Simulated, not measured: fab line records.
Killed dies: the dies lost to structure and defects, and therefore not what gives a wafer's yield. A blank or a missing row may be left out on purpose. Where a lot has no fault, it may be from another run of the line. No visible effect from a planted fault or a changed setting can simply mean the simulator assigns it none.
Which of the tools did it? -- flow n5-finfet -- 6 lots, 18 wafers sampled, at 1 step of a route of 1938

## WHAT THE GAUGES READ, wafer by wafer
N5_BEOL_M13_OCD_MEAS_35.
lot,measured,on,trench-depth-nm (nm)
L604,day 12 00:51,ocd-01,413 412 411
L607,day 12 07:13,ocd-01,398 414 404
L615,day 14 07:28,ocd-02,419 418 426
L618,day 14 20:31,ocd-01,411 407 417
L620,day 16 03:15,ocd-02,400 409 403
L623,day 17 04:00,ocd-02,406 417 413

## WHAT TOOL EACH LOT RAN ON (gives the tool, then ch and the chambers of the sampled wafers, and finally the start)
The record holds no process step before these readings.

## THE ANSWER, worked out from the rows above alone
Rule: usual is defined by the lots themselves. The widest of any qualifying gaps counts: lots, ordered by their means at a reading, are off when they make up no more than a third of the lots, leave a main group of 4 or more, and stand apart from it by 3 or more times the standard deviation of that group's means. Not used: any main group whose means are identical at the precision the tables above print for the reading. A lot without any number at a reading at which 4 lots or more have one is off too. Where the step has rows for the other lots, those lots are counted as sound.
None of the lots is off at any reading shown; this tells nothing.

## WHAT WAS PUT IN BY THE SIMULATOR
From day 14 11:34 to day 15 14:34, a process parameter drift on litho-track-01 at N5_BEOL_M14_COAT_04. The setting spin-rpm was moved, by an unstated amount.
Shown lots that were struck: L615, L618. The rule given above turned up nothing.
